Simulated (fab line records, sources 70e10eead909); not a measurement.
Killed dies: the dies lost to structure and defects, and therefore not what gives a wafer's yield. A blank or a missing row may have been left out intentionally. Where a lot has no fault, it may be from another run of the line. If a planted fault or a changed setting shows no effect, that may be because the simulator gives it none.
Matching of chambers || flow nand-harc || pecvd-01 running NHARC_A_STAIRCASE_DEP_259: 3 sister chambers
The step deposits SiON, target thk 30 nm. 6 wafers are shown with their chamber, then 12 later ones without.

WAFERS PAIRED WITH THEIR CHAMBERS
{"wafer": "L087.4", "chamber": 0, "heater-power-w (W)": 692, "susceptor-temp-C (C)": 399.69}
{"wafer": "L087.6", "chamber": 1, "heater-power-w (W)": 726, "susceptor-temp-C (C)": 399.53}
{"wafer": "L085.3", "chamber": 1, "heater-power-w (W)": 798, "susceptor-temp-C (C)": 399.89}
{"wafer": "L088.2", "chamber": 2, "heater-power-w (W)": 622, "susceptor-temp-C (C)": 399.50}
{"wafer": "L088.4", "chamber": 2, "heater-power-w (W)": 632, "susceptor-temp-C (C)": 399.85}
{"wafer": "L088.5", "chamber": 0, "heater-power-w (W)": 722, "susceptor-temp-C (C)": 399.97}

WAFERS WITH NO CHAMBER GIVEN
{"wafer": "L091.4", "heater-power-w (W)": 816, "susceptor-temp-C (C)": 400.05}
{"wafer": "L091.5", "heater-power-w (W)": 727, "susceptor-temp-C (C)": 399.66}
{"wafer": "L091.6", "heater-power-w (W)": 737, "susceptor-temp-C (C)": 400.41}
{"wafer": "L092.3", "heater-power-w (W)": 678, "susceptor-temp-C (C)": 399.87}
{"wafer": "L092.4", "heater-power-w (W)": 684, "susceptor-temp-C (C)": 399.90}
{"wafer": "L092.6", "heater-power-w (W)": 747, "susceptor-temp-C (C)": 400.15}
{"wafer": "L095.1", "heater-power-w (W)": 726, "susceptor-temp-C (C)": 400.10}
{"wafer": "L095.5", "heater-power-w (W)": 810, "susceptor-temp-C (C)": 399.65}
{"wafer": "L095.6", "heater-power-w (W)": 708, "susceptor-temp-C (C)": 399.98}
{"wafer": "L097.1", "heater-power-w (W)": 767, "susceptor-temp-C (C)": 400.08}
{"wafer": "L097.3", "heater-power-w (W)": 693, "susceptor-temp-C (C)": 400.21}
{"wafer": "L097.6", "heater-power-w (W)": 806, "susceptor-temp-C (C)": 399.89}

THE CHAMBER EACH PASSED THROUGH
{"wafer": "L091.4", "from the rows above": "can't be placed: 1 or 0", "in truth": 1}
{"wafer": "L091.5", "from the rows above": "can't be placed: 0 or 1", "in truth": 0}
{"wafer": "L091.6", "from the rows above": "can't be placed: 0 or 1 or 2", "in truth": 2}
{"wafer": "L092.3", "from the rows above": "can't be placed: 0 or 2 or 1", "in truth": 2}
{"wafer": "L092.4", "from the rows above": "can't be placed: 0 or 2 or 1", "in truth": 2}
{"wafer": "L092.6", "from the rows above": "can't be placed: 0 or 1", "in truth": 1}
{"wafer": "L095.1", "from the rows above": "can't be placed: 0 or 1", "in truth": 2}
{"wafer": "L095.5", "from the rows above": "can't be placed: 1 or 0", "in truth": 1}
{"wafer": "L095.6", "from the rows above": "can't be placed: 0 or 1", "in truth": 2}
{"wafer": "L097.1", "from the rows above": "can't be placed: 1 or 0", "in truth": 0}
{"wafer": "L097.3", "from the rows above": "can't be placed: 0 or 1 or 2", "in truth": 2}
{"wafer": "L097.6", "from the rows above": "can't be placed: 1 or 0", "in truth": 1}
0 of 12 placed correctly. Not placeable from these rows: 12 (in 10, the candidates include the true chamber). 0 placed wrongly.
How it was worked out, from the rows above alone: a wafer's distance from a chamber is the root of the sum, over the readings, of the square of ((its reading less the chamber's mean) divided by the reading's scatter). If the next closest chamber is less than 2 further off than the closest, the wafer can't be placed; otherwise it belongs to the closest. A chamber's mean is the mean of its shown wafers. The scatter: the root of (the sum of the squares of (reading less its chamber's mean) over the shown wafers, divided by (wafers less chambers)).
